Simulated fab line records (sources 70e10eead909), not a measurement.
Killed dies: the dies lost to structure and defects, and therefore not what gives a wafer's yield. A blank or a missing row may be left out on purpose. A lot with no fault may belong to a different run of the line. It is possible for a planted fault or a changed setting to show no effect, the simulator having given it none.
The tool behind it: which one? :: flow nand harc :: 14 lots with 42 wafers sampled at 4 steps, on a route of 1159 steps

== WHAT EACH GAUGE READ, for each wafer ==
Not one reading of a measure or inspect step in the record can be checked against a usual standard deviation.

== WHICH TOOL RAN EACH LOT (tool, then ch and the chambers of the sampled wafers, then the start) ==
lot: L986
NHARC_A_CHANNEL_HOLE_D1_ETCH_16: rie diel-01 ch 0,2,3, day 8 22:08
NHARC_A_CHANNEL_HOLE_D1_ETCH_19: har etch-02 ch 0,1, day 8 22:41
NHARC_A_CHANNEL_HOLE_D1_ETCH_33: har etch-02 ch 0,1, day 9 02:40
NHARC_A_CHANNEL_FILL_D1_ALD_02: ald hk-02 ch 1,2,3, day 9 05:20

lot: L989
NHARC_A_CHANNEL_HOLE_D1_ETCH_16: rie diel-09 ch 2,3, day 9 03:53
NHARC_A_CHANNEL_HOLE_D1_ETCH_19: har etch-02 ch 0,1, day 9 04:33
NHARC_A_CHANNEL_HOLE_D1_ETCH_33: har etch-02 ch 0,1, day 9 08:33
NHARC_A_CHANNEL_FILL_D1_ALD_02: ald hk-03 ch 2,3, day 9 10:27

lot: L988
NHARC_A_CHANNEL_HOLE_D1_ETCH_16: rie diel-09 ch 1,2,3, day 9 08:31
NHARC_A_CHANNEL_HOLE_D1_ETCH_19: har etch-01 ch 0,1, day 9 09:22
NHARC_A_CHANNEL_HOLE_D1_ETCH_33: har etch-01 ch 0,1, day 9 13:23
NHARC_A_CHANNEL_FILL_D1_ALD_02: ald hk-02 ch 0,1,3, day 9 15:28

lot: L991
NHARC_A_CHANNEL_HOLE_D1_ETCH_16: rie diel-09 ch 2,3, day 9 13:25
NHARC_A_CHANNEL_HOLE_D1_ETCH_19: har etch-02 ch 0,1, day 9 14:04
NHARC_A_CHANNEL_HOLE_D1_ETCH_33: har etch-02 ch 0,1, day 9 18:04
NHARC_A_CHANNEL_FILL_D1_ALD_02: ald hk-01 ch 0,2,3, day 9 20:10

lot: L992
NHARC_A_CHANNEL_HOLE_D1_ETCH_16: rie diel-01 ch 2,3, day 9 23:56
NHARC_A_CHANNEL_HOLE_D1_ETCH_19: har etch-01 ch 0,1, day 10 00:38
NHARC_A_CHANNEL_HOLE_D1_ETCH_33: har etch-01 ch 0,1, day 10 04:37
NHARC_A_CHANNEL_FILL_D1_ALD_02: ald hk-02 ch 0,1, day 10 06:35

lot: L994
NHARC_A_CHANNEL_HOLE_D1_ETCH_16: rie diel-01 ch 0,2,3, day 10 15:21
NHARC_A_CHANNEL_HOLE_D1_ETCH_19: har etch-02 ch 0,1, day 10 16:01
NHARC_A_CHANNEL_HOLE_D1_ETCH_33: har etch-02 ch 0,1, day 10 20:01
NHARC_A_CHANNEL_FILL_D1_ALD_02: ald hk-03 ch 0,2,3, day 10 22:04

lot: L993
NHARC_A_CHANNEL_HOLE_D1_ETCH_16: rie diel-01 ch 1,2, day 10 17:09
NHARC_A_CHANNEL_HOLE_D1_ETCH_19: har etch-01 ch 0,1, day 10 17:49
NHARC_A_CHANNEL_HOLE_D1_ETCH_33: har etch-01 ch 0,1, day 10 21:49
NHARC_A_CHANNEL_FILL_D1_ALD_02: ald hk-01 ch 0,1, day 11 00:05

lot: L999
NHARC_A_CHANNEL_HOLE_D1_ETCH_16: rie diel-01 ch 0,1,3, day 11 10:19
NHARC_A_CHANNEL_HOLE_D1_ETCH_19: har etch-01 ch 0,1, day 11 10:51
NHARC_A_CHANNEL_HOLE_D1_ETCH_33: har etch-01 ch 0,1, day 11 14:49
NHARC_A_CHANNEL_FILL_D1_ALD_02: ald hk-02 ch 0,2,3, day 11 16:48

lot: L998
NHARC_A_CHANNEL_HOLE_D1_ETCH_16: rie diel-09 ch 0,2,3, day 11 10:40
NHARC_A_CHANNEL_HOLE_D1_ETCH_19: har etch-02 ch 1, day 11 11:16
NHARC_A_CHANNEL_HOLE_D1_ETCH_33: har etch-02 ch 1, day 11 15:15
NHARC_A_CHANNEL_FILL_D1_ALD_02: ald hk-02 ch 1,2, day 11 17:10

lot: L101
NHARC_A_CHANNEL_HOLE_D1_ETCH_16: rie diel-09 ch 0,1, day 12 06:10
NHARC_A_CHANNEL_HOLE_D1_ETCH_19: har etch-02 ch 0,1, day 12 06:50
NHARC_A_CHANNEL_HOLE_D1_ETCH_33: har etch-02 ch 0,1, day 12 10:50
NHARC_A_CHANNEL_FILL_D1_ALD_02: -

lot: L105
NHARC_A_CHANNEL_HOLE_D1_ETCH_16: rie diel-01 ch 2,3, day 13 00:13
NHARC_A_CHANNEL_HOLE_D1_ETCH_19: har etch-01 ch 0,1, day 13 00:52
NHARC_A_CHANNEL_HOLE_D1_ETCH_33: har etch-01 ch 0,1, day 13 04:50
NHARC_A_CHANNEL_FILL_D1_ALD_02: ald hk-02 ch 0,3, day 13 06:56

lot: L103
NHARC_A_CHANNEL_HOLE_D1_ETCH_16: rie diel-09 ch 0,2,3, day 13 00:30
NHARC_A_CHANNEL_HOLE_D1_ETCH_19: har etch-02 ch 0,1, day 13 04:51
NHARC_A_CHANNEL_HOLE_D1_ETCH_33: har etch-02 ch 0,1, day 13 08:51
NHARC_A_CHANNEL_FILL_D1_ALD_02: -

lot: L106
NHARC_A_CHANNEL_HOLE_D1_ETCH_16: rie diel-07 ch 0,1, day 13 12:01
NHARC_A_CHANNEL_HOLE_D1_ETCH_19: har etch-01 ch 0,1, day 13 12:43
NHARC_A_CHANNEL_HOLE_D1_ETCH_33: har etch-01 ch 0,1, day 13 16:43
NHARC_A_CHANNEL_FILL_D1_ALD_02: ald hk-03 ch 2,3, day 13 18:37

lot: L108
NHARC_A_CHANNEL_HOLE_D1_ETCH_16: rie diel-01 ch 0,1,2, day 13 23:09
NHARC_A_CHANNEL_HOLE_D1_ETCH_19: har etch-02 ch 0,1, day 13 23:45
NHARC_A_CHANNEL_HOLE_D1_ETCH_33: har etch-02 ch 0,1, day 14 03:44
NHARC_A_CHANNEL_FILL_D1_ALD_02: ald hk-01 ch 1,2, day 14 07:34
- NHARC_A_CHANNEL_HOLE_D1_ETCH_16: etches the open film in O2/COS, target depth 3100 nm, time 806 s.
- NHARC_A_CHANNEL_HOLE_D1_ETCH_19: etches the open film in C4F8/O2/Ar, time 34.5 s.
- NHARC_A_CHANNEL_HOLE_D1_ETCH_33: etches the open film in C4F8/O2/Ar, time 90 s, target depth 400 nm.
- NHARC_A_CHANNEL_FILL_D1_ALD_02: deposits SiO2, target thk 6 nm, pulse time 10 s, ald cycles 60.

== WHAT THE TOOLS THEMSELVES READ (means of the sampled wafers that have a number; where no wafer has one, the mark that the record gives instead) ==
NHARC_A_CHANNEL_HOLE_D1_ETCH_16.
lot: L986
tool: rie diel-01
drypump motor current A (A): 5.8
oes product au (a.u.): 1.005
rf vpp V (V): 315.2
run length s (s): 827.1
showerhead plenum p Torr (Torr): 3.15
throttle valve pct (%): 28.333

lot: L989
tool: rie diel-09
drypump motor current A (A): 5.8
oes product au (a.u.): 0.989
rf vpp V (V): 313.8
run length s (s): 827.4
showerhead plenum p Torr (Torr): 3.10
throttle valve pct (%): 28.337

lot: L988
tool: rie diel-09
drypump motor current A (A): 6.0
oes product au (a.u.): 0.984
rf vpp V (V): 314.8
run length s (s): 827.0
showerhead plenum p Torr (Torr): 3.13
throttle valve pct (%): 28.331

lot: L991
tool: rie diel-09
drypump motor current A (A): 6.0
oes product au (a.u.): 0.981
rf vpp V (V): 312.7
run length s (s): 827.3
showerhead plenum p Torr (Torr): 3.02
throttle valve pct (%): 28.332

lot: L992
tool: rie diel-01
drypump motor current A (A): 5.9
oes product au (a.u.): 1.000
rf vpp V (V): 313.9
run length s (s): 827.4
showerhead plenum p Torr (Torr): 3.09
throttle valve pct (%): 28.326

lot: L994
tool: rie diel-01
drypump motor current A (A): 5.8
oes product au (a.u.): 1.001
rf vpp V (V): 315.1
run length s (s): 827.0
showerhead plenum p Torr (Torr): 3.15
throttle valve pct (%): 28.328

lot: L993
tool: rie diel-01
drypump motor current A (A): 5.9
oes product au (a.u.): 0.991
rf vpp V (V): 313.4
run length s (s): 826.7
showerhead plenum p Torr (Torr): 3.07
throttle valve pct (%): 28.329

lot: L999
tool: rie diel-01
drypump motor current A (A): 5.8
oes product au (a.u.): 0.997
rf vpp V (V): 314.5
run length s (s): 826.7
showerhead plenum p Torr (Torr): 3.14
throttle valve pct (%): 28.332

lot: L998
tool: rie diel-09
drypump motor current A (A): 6.1
oes product au (a.u.): 0.991
rf vpp V (V): 312.2
run length s (s): 827.6
showerhead plenum p Torr (Torr): 3.03
throttle valve pct (%): 28.328

lot: L101
tool: rie diel-09
drypump motor current A (A): 6.3
oes product au (a.u.): 0.998
rf vpp V (V): 315.2
run length s (s): 595.4
showerhead plenum p Torr (Torr): 3.17
throttle valve pct (%): 28.345

lot: L105
tool: rie diel-01
drypump motor current A (A): 5.9
oes product au (a.u.): 0.999
rf vpp V (V): 313.7
run length s (s): 827.7
showerhead plenum p Torr (Torr): 3.09
throttle valve pct (%): 28.336

lot: L103
tool: rie diel-09
drypump motor current A (A): 6.1
oes product au (a.u.): 0.994
rf vpp V (V): 313.0
run length s (s): 596.0
showerhead plenum p Torr (Torr): 3.03
throttle valve pct (%): 28.334

lot: L106
tool: rie diel-07
drypump motor current A (A): 5.5
oes product au (a.u.): 0.997
rf vpp V (V): 314.5
run length s (s): 827.2
showerhead plenum p Torr (Torr): 3.08
throttle valve pct (%): 28.329

lot: L108
tool: rie diel-01
drypump motor current A (A): 5.8
oes product au (a.u.): 1.001
rf vpp V (V): 314.1
run length s (s): 826.8
showerhead plenum p Torr (Torr): 3.13
throttle valve pct (%): 28.330

NHARC_A_CHANNEL_HOLE_D1_ETCH_19.
lot: L986
tool: har etch-02
drypump motor current A (A): 5.91
run length s (s): 35.6
showerhead plenum p Torr (Torr): 3.64
throttle valve pct (%): 37.035

lot: L989
tool: har etch-02
drypump motor current A (A): 5.90
run length s (s): 35.8
showerhead plenum p Torr (Torr): 3.64
throttle valve pct (%): 37.031

lot: L988
tool: har etch-01
drypump motor current A (A): 5.96
run length s (s): 35.6
showerhead plenum p Torr (Torr): 3.82
throttle valve pct (%): 37.032

lot: L991
tool: har etch-02
drypump motor current A (A): 5.99
run length s (s): 35.8
showerhead plenum p Torr (Torr): 3.63
throttle valve pct (%): 37.051

lot: L992
tool: har etch-01
drypump motor current A (A): 6.01
run length s (s): 35.5
showerhead plenum p Torr (Torr): 3.81
throttle valve pct (%): 37.042

lot: L994
tool: har etch-02
drypump motor current A (A): 5.98
run length s (s): 35.6
showerhead plenum p Torr (Torr): 3.63
throttle valve pct (%): 37.035

lot: L993
tool: har etch-01
drypump motor current A (A): 6.01
run length s (s): 35.6
showerhead plenum p Torr (Torr): 3.81
throttle valve pct (%): 37.043

lot: L999
tool: har etch-01
drypump motor current A (A): 6.01
run length s (s): 35.8
showerhead plenum p Torr (Torr): 3.81
throttle valve pct (%): 37.035

lot: L998
tool: har etch-02
drypump motor current A (A): 6.05
run length s (s): 35.7
showerhead plenum p Torr (Torr): 3.61
throttle valve pct (%): 37.028

lot: L101
tool: har etch-02
drypump motor current A (A): 5.97
run length s (s): 35.7
showerhead plenum p Torr (Torr): 3.62
throttle valve pct (%): 37.034

lot: L105
tool: har etch-01
drypump motor current A (A): 6.16
run length s (s): 35.3
showerhead plenum p Torr (Torr): 3.82
throttle valve pct (%): 37.041

lot: L103
tool: har etch-02
drypump motor current A (A): 5.90
run length s (s): 35.8
showerhead plenum p Torr (Torr): 3.61
throttle valve pct (%): 37.040

lot: L106
tool: har etch-01
drypump motor current A (A): 5.98
run length s (s): 35.5
showerhead plenum p Torr (Torr): 3.79
throttle valve pct (%): 37.039

lot: L108
tool: har etch-02
drypump motor current A (A): 5.93
run length s (s): 35.6
showerhead plenum p Torr (Torr): 3.61
throttle valve pct (%): 37.035

NHARC_A_CHANNEL_HOLE_D1_ETCH_33.
lot: L986
tool: har etch-02
drypump motor current A (A): 5.90
run length s (s): 121.4
showerhead plenum p Torr (Torr): 3.63
throttle valve pct (%): 27.619

lot: L989
tool: har etch-02
drypump motor current A (A): 5.90
run length s (s): 121.6
showerhead plenum p Torr (Torr): 3.63
throttle valve pct (%): 27.625

lot: L988
tool: har etch-01
drypump motor current A (A): 6.00
run length s (s): 121.3
showerhead plenum p Torr (Torr): 3.81
throttle valve pct (%): 27.622

lot: L991
tool: har etch-02
drypump motor current A (A): 5.98
run length s (s): 121.6
showerhead plenum p Torr (Torr): 3.63
throttle valve pct (%): 27.628

lot: L992
tool: har etch-01
drypump motor current A (A): 6.00
run length s (s): 121.3
showerhead plenum p Torr (Torr): 3.81
throttle valve pct (%): 27.619

lot: L994
tool: har etch-02
drypump motor current A (A): 5.96
run length s (s): 121.4
showerhead plenum p Torr (Torr): 3.62
throttle valve pct (%): 27.627

lot: L993
tool: har etch-01
drypump motor current A (A): 5.97
run length s (s): 121.5
showerhead plenum p Torr (Torr): 3.81
throttle valve pct (%): 27.619

lot: L999
tool: har etch-01
drypump motor current A (A): 6.00
run length s (s): 121.4
showerhead plenum p Torr (Torr): 3.80
throttle valve pct (%): 27.624

lot: L998
tool: har etch-02
drypump motor current A (A): 6.06
run length s (s): 121.3
showerhead plenum p Torr (Torr): 3.61
throttle valve pct (%): 27.626

lot: L101
tool: har etch-02
drypump motor current A (A): 5.97
run length s (s): 121.7
showerhead plenum p Torr (Torr): 3.61
throttle valve pct (%): 27.623

lot: L105
tool: har etch-01
drypump motor current A (A): 6.20
run length s (s): 120.9
showerhead plenum p Torr (Torr): 3.82
throttle valve pct (%): 27.620

lot: L103
tool: har etch-02
drypump motor current A (A): 5.91
run length s (s): 121.8
showerhead plenum p Torr (Torr): 3.61
throttle valve pct (%): 27.623

lot: L106
tool: har etch-01
drypump motor current A (A): 6.01
run length s (s): 121.4
showerhead plenum p Torr (Torr): 3.79
throttle valve pct (%): 27.619

lot: L108
tool: har etch-02
drypump motor current A (A): 5.90
run length s (s): 121.3
showerhead plenum p Torr (Torr): 3.60
throttle valve pct (%): 27.618

NHARC_A_CHANNEL_FILL_D1_ALD_02.
lot: L986
tool: ald hk-02
heater power w (W): 471
precursor pulse height rel: 1.008

lot: L989
tool: ald hk-03
heater power w (W): 489
precursor pulse height rel: 1.000

lot: L988
tool: ald hk-02
heater power w (W): 464
precursor pulse height rel: 0.994

lot: L991
tool: ald hk-01
heater power w (W): 430
precursor pulse height rel: 0.992

lot: L992
tool: ald hk-02
heater power w (W): 441
precursor pulse height rel: 1.003

lot: L994
tool: ald hk-03
heater power w (W): 473
precursor pulse height rel: 0.985

lot: L993
tool: ald hk-01
heater power w (W): 469
precursor pulse height rel: 0.996

lot: L999
tool: ald hk-02
heater power w (W): 501
precursor pulse height rel: 0.996

lot: L998
tool: ald hk-02
heater power w (W): 494
precursor pulse height rel: 1.004

lot: L105
tool: ald hk-02
heater power w (W): 482
precursor pulse height rel: 1.000

lot: L106
tool: ald hk-03
heater power w (W): 489
precursor pulse height rel: 1.021

lot: L108
tool: ald hk-01
heater power w (W): 466
precursor pulse height rel: 1.001

== THE ANSWER, worked out from the rows above alone ==
Rule: the lots themselves supply what counts as usual. The widest of any qualifying gaps counts: lots, ordered by their means at a reading, are off when they make up no more than a third of the lots, leave a main group of 4 or more, and stand apart from it by 3 or more times the standard deviation of that group's means. The tables above print the reading to a certain number of digits; a main group whose means all agree to those digits is not used. A lot without any number at a reading at which 4 lots or more have one is off too. Where the step has rows for the other lots, those lots are counted as sound. Order of review: gauges by route order, followed by the tools' own readings, for which a lot's mean as printed above is used. At the first step where some lot is off, the reading lying furthest off is the one used; lots without a number count as furthest.
Off, at NHARC_A_CHANNEL_HOLE_D1_ETCH_16 on run length s: L101, L103. The main group has a mean of 827.2 s with a standard deviation of 0.32.
A tool fits if, at that step or a process step before it, it ran every lot that is off, and no sound lot after the first of them. One fits: NHARC_A_CHANNEL_HOLE_D1_ETCH_16 on rie diel-09. Its last sound lot is L998 (day 11 10:40), its first lot that is off L101 (day 12 06:10): a fault that began between those two fits.
The tool's own readings at NHARC_A_CHANNEL_HOLE_D1_ETCH_16 bear it out: on the lots that are off they differ by more than 5 times the standard deviation of the sound lots' means. run length s reads 595.7 s there against 827.2 s on the sound lots.

== WHAT HAD BEEN PUT IN BY THE SIMULATOR ==
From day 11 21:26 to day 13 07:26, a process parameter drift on rie diel-09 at NHARC_A_CHANNEL_HOLE_D1_ETCH_16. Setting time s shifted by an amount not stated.
Struck lots among those shown: L101, L103. The rule above reached the same finding.
